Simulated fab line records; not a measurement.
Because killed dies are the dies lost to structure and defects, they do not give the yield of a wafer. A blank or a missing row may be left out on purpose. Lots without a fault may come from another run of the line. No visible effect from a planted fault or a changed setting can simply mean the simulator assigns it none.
Which tool is to blame?    flow nandHarc    12 lots with 36 wafers sampled at 6 steps, on a route of 1302 steps

WHAT THE GAUGES READ, wafer by wafer
NHARC_A_CHANNEL_HOLE_D2_CD_MEAS_18.
lot   measured      on        cdNm (nm)
L726  day 13 03:20  cdSem-03  96.6 98.5 96.4
L727  day 13 19:10  cdSem-01  98.9 100.4 99.6
L729  day 14 07:47  cdSem-02  99.5 103.1 100.3
L732  day 15 16:32  cdSem-02  99.4 100.1 99.7
L734  day 16 04:14  cdSem-01  99.1 99.8 101.6
L736  day 17 07:11  cdSem-02  100.4 99.0 98.2
L740  day 19 03:08  cdSem-03  96.5 95.7 98.8
L742  day 19 21:31  cdSem-02  101.6 101.2 101.1
L744  day 20 23:20  cdSem-02  100.5 98.0 99.0
L748  day 22 09:32  cdSem-01  97.0 96.5 99.5
L747  day 22 10:16  cdSem-03  99.6 99.4 99.3
L749  day 22 17:16  cdSem-01  97.9 100.5 100.0

NHARC_A_CHANNEL_HOLE_D2_INSPECT_40.
lot   measured      on                rawDefectCount
L726  day 13 09:17  defectInspect-01  312 416 291
L727  day 14 00:55  defectInspect-01  299 357 293
L729  day 14 15:07  defectInspect-01  380 222 317
L732  day 15 22:20  defectInspect-01  344 397 387
L734  day 16 10:01  defectInspect-02  257 253 235
L736  day 17 15:50  defectInspect-02  335 265 216
L740  day 19 10:36  defectInspect-01  802 1007 914
L742  day 20 03:19  defectInspect-02  804 860 790
L744  day 21 06:13  defectInspect-02  257 216 211
L748  day 22 15:39  defectInspect-01  184 260 250
L747  day 22 16:15  defectInspect-01  411 273 327
L749  day 22 23:02  defectInspect-01  253 169 258

NHARC_END_SORT_01.
lot   measured      on         killedAtArray  killedAtOther  killedAtPeriphery  killedDies  killedOpen  killedShort
L740  day 30 07:10  prober-02  75 82 103      1 0 1          3 2 7              79 84 111   2 1 5       2 3 2
L742  day 30 14:56  prober-02  105 94 77      0 0 0          3 0 3              108 94 80   4 3 2       3 2 2
L744  day 31 22:14  prober-02  81 66 83       0 3 0          6 5 6              87 74 89    2 5 5       3 5 1

WHAT TOOL EACH LOT RAN ON (gives the tool, then ch and the chambers of the sampled wafers, and finally the start)
lot   NHARC_A_CHANNEL_HOLE_D2_ETCH_19  NHARC_A_CHANNEL_HOLE_D2_ETCH_25  NHARC_A_CHANNEL_HOLE_D2_ETCH_27
L726  harEtch-01 ch 0,1, day 13 03:33  harEtch-01 ch 0,1, day 13 06:28  harEtch-01 ch 0,1, day 13 07:32
L727  harEtch-02 ch 0,1, day 13 19:14  harEtch-02 ch 0,1, day 13 22:08  harEtch-02 ch 0,1, day 13 23:12
L729  harEtch-02 ch 0,1, day 14 07:51  harEtch-02 ch 0,1, day 14 10:45  harEtch-02 ch 0,1, day 14 11:50
L732  harEtch-01 ch 0,1, day 15 16:36  harEtch-01 ch 0,1, day 15 19:31  harEtch-01 ch 0,1, day 15 20:36
L734  harEtch-01 ch 0,1, day 16 04:19  harEtch-01 ch 0,1, day 16 07:20  harEtch-01 ch 0,1, day 16 08:18
L736  harEtch-02 ch 0,1, day 17 10:01  harEtch-02 ch 0,1, day 17 13:01  harEtch-02 ch 0,1, day 17 15:50 or earlier
L740  harEtch-02 ch 0,1, day 19 04:56  harEtch-02 ch 0,1, day 19 07:57  harEtch-02 ch 0,1, day 19 08:55
L742  harEtch-02 ch 1, day 19 21:35    harEtch-02 ch 1, day 20 00:29    harEtch-02 ch 1, day 20 01:35
L744  harEtch-01 ch 0,1, day 21 00:29  harEtch-01 ch 0,1, day 21 03:32  harEtch-01 ch 0,1, day 21 04:31
L748  harEtch-01 ch 0,1, day 22 09:50  harEtch-01 ch 0,1, day 22 12:59  harEtch-01 ch 0,1, day 22 13:50
L747  harEtch-02 ch 1, day 22 10:35    harEtch-02 ch 1, day 22 13:35    harEtch-02 ch 1, day 22 14:33
L749  harEtch-01 ch 0, day 22 17:20    harEtch-01 ch 0, day 22 20:14    harEtch-01 ch 0, day 22 21:19
- NHARC_A_CHANNEL_HOLE_D2_ETCH_19: etches the open film in C4F8/O2/Ar, time 34.5 s.
- NHARC_A_CHANNEL_HOLE_D2_ETCH_25: etches the open film in C4F8/O2/Ar, time 1040.2 s, target depth 1500 nm.
- NHARC_A_CHANNEL_HOLE_D2_ETCH_27: etches the open film in C4F8/O2/Ar, time 90 s, target depth 400 nm.

WHAT THE TOOLS THEMSELVES READ (means of the sampled wafers that have a number; where no wafer has one, the mark that the record gives instead)
NHARC_A_CHANNEL_HOLE_D2_ETCH_19.
lot   tool        drypumpMotorCurrentA (A)  showerheadPlenumPTorr (Torr)  throttleValvePct (%)
L726  harEtch-01  5.9                       3.73                          37.039
L727  harEtch-02  6.0                       3.68                          37.040
L729  harEtch-02  6.0                       3.67                          37.036
L732  harEtch-01  5.7                       3.68                          37.034
L734  harEtch-01  5.7                       3.68                          37.035
L736  harEtch-02  5.8                       3.91                          37.034
L740  harEtch-02  5.8                       3.89                          37.035
L742  harEtch-02  5.7                       3.96                          37.030
L744  harEtch-01  5.9                       3.66                          37.037
L748  harEtch-01  5.9                       3.65                          37.035
L747  harEtch-02  5.6                       3.94                          37.032
L749  harEtch-01  6.1                       3.67                          37.029

NHARC_A_CHANNEL_HOLE_D2_ETCH_25.
lot   tool        drypumpMotorCurrentA (A)  showerheadPlenumPTorr (Torr)  throttleValvePct (%)
L726  harEtch-01  5.8                       3.68                          32.224
L727  harEtch-02  6.0                       3.63                          32.236
L729  harEtch-02  6.0                       3.63                          32.242
L732  harEtch-01  5.6                       3.63                          32.239
L734  harEtch-01  5.7                       3.63                          32.226
L736  harEtch-02  5.8                       3.85                          32.244
L740  harEtch-02  5.9                       3.83                          32.238
L742  harEtch-02  5.7                       3.90                          32.242
L744  harEtch-01  5.9                       3.62                          32.235
L748  harEtch-01  5.9                       3.61                          32.239
L747  harEtch-02  5.7                       3.88                          32.231
L749  harEtch-01  6.1                       3.63                          32.241

NHARC_A_CHANNEL_HOLE_D2_ETCH_27.
lot   tool        drypumpMotorCurrentA (A)  showerheadPlenumPTorr (Torr)  throttleValvePct (%)
L726  harEtch-01  5.9                       3.72                          27.616
L727  harEtch-02  6.0                       3.67                          27.616
L729  harEtch-02  6.0                       3.67                          27.620
L732  harEtch-01  5.6                       3.68                          27.618
L734  harEtch-01  5.6                       3.67                          27.617
L736  harEtch-02  5.8                       3.90                          27.624
L740  harEtch-02  5.8                       3.88                          27.613
L742  harEtch-02  5.6                       3.95                          27.615
L744  harEtch-01  5.9                       3.66                          27.614
L748  harEtch-01  5.8                       3.65                          27.622
L747  harEtch-02  5.6                       3.93                          27.619
L749  harEtch-01  6.1                       3.67                          27.617

THE ANSWER, worked out from the rows above alone
Rule: the lots themselves supply what counts as usual. The widest of any qualifying gaps counts: lots, ordered by their means at a reading, are off when they make up no more than a third of the lots, leave a main group of 4 or more, and stand apart from it by 3 or more times the standard deviation of that group's means. The tables above print the reading to a certain number of digits; a main group whose means all agree to those digits is not used. A lot without any number at a reading at which 4 lots or more have one is off too. All remaining lots with rows at the step are treated as sound. Order of review: gauges by route order, followed by the tools' own readings, for which a lot's mean as printed above is used. The first step at which some lot is off is used, and at that step the reading that is off furthest; a lot without a number counts as furthest.
Off: L740, L742, at NHARC_A_CHANNEL_HOLE_D2_INSPECT_40 (rawDefectCount). The main group has a mean of 288 with a standard deviation of 51.
If a tool, at a process step before that reading, ran all the lots that are off and no sound lot after the first of them, it fits. Not tried: the gauges at NHARC_A_CHANNEL_HOLE_D2_INSPECT_40; whatever is off there is also off at NHARC_A_CHANNEL_HOLE_D2_ETCH_19, on other tools, and gauge error can't account for it. NHARC_A_CHANNEL_HOLE_D2_ETCH_27 gives no start for some lots, so the hours and the order of its lots are those of NHARC_A_CHANNEL_HOLE_D2_INSPECT_40. None of those tried fits.

WHAT HAD BEEN PUT IN BY THE SIMULATOR
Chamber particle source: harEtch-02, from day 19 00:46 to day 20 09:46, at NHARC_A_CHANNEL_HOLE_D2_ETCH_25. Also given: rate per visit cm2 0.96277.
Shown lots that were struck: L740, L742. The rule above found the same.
